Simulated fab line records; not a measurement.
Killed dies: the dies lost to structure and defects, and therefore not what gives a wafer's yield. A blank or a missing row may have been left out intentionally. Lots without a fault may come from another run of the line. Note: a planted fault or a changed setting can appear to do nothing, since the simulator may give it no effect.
The same fault as seen by 2 desks | flow nand-harc | each desk holds nothing but its own numbers, with what lay behind them at the end

== FROM THE METROLOGY DESK ==
What the gauges read, lot by lot, whatever tool the lot ran on: means of the sampled wafers that have a number. A lot is out of limits, marked OUT, if its mean lies more than 4 standard deviations from the usual mean; the brackets give that distance.
Columns: A = thk-nm at NHARC_A_ONON_D1_THK_MEAS_02, usual 1001 nm
lot  | first seen here | A
L540 | day 8 06:30     | 1005
L543 | day 9 05:20     | 1007
L542 | day 9 05:32     | 1006
L544 | day 9 14:41     | 1002
L545 | day 10 07:11    | 1011
L547 | day 10 23:51    | 995
L548 | day 11 21:17    | 1002
L552 | day 13 13:58    | 990
L553 | day 13 13:58    | 1504 (+61) OUT
L559 | day 16 00:11    | 986
L560 | day 16 14:50    | 1006
L561 | day 16 23:38    | 995
L562 | day 17 08:55    | 996
This desk's finding: out of limits on L553; first on L553, day 13 13:58 (thk-nm at NHARC_A_ONON_D1_THK_MEAS_02). L540, L543, L542, L544, L545, L547, L548, L552, L559, L560, L561, L562: within limits.

== FOR THE TOOL OWNER'S DESK: pecvd-onon-03 ==
The tool's own readings at NHARC_A_ONON_D1_DEP_00 (target thk 1000 nm): means of the sampled wafers that have a number, for each lot that ran on this tool. A lot is out of limits, marked OUT, if its mean lies more than 4 standard deviations from the usual mean; the brackets give that distance.
Columns: A = sih4-flow-sccm at NHARC_A_ONON_D1_DEP_00, usual 210.1 sccm
lot  | first seen here | A
L540 | day 8 05:59     | 210.1
L543 | day 9 04:53     | 210.8
L544 | day 9 14:14     | 209.6
L545 | day 10 06:52    | 209.7
L553 | day 13 13:26    | 209.3
L560 | day 16 14:22    | 209.6
L561 | day 16 23:07    | 209.5
L562 | day 17 08:28    | 210.3
This desk's verdict: no lot among the 8 shows anything out of limits.

== BROUGHT TOGETHER ==
L553 would have let the metrology desk raise an alarm at day 13 13:58.
Nothing out of limits was seen by the tool owner's desk.
The tool owner's desk has L553 on record, within its limits.
The lots listed all ran NHARC_A_ONON_D1_DEP_00 on pecvd-onon-03.

== WHAT WAS PUT IN BY THE SIMULATOR ==
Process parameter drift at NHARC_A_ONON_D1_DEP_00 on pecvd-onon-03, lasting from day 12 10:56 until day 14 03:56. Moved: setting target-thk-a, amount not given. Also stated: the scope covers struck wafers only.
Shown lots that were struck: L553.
Delay in hours, fault start to first out-of-limits reading, per desk: metrology desk 27.
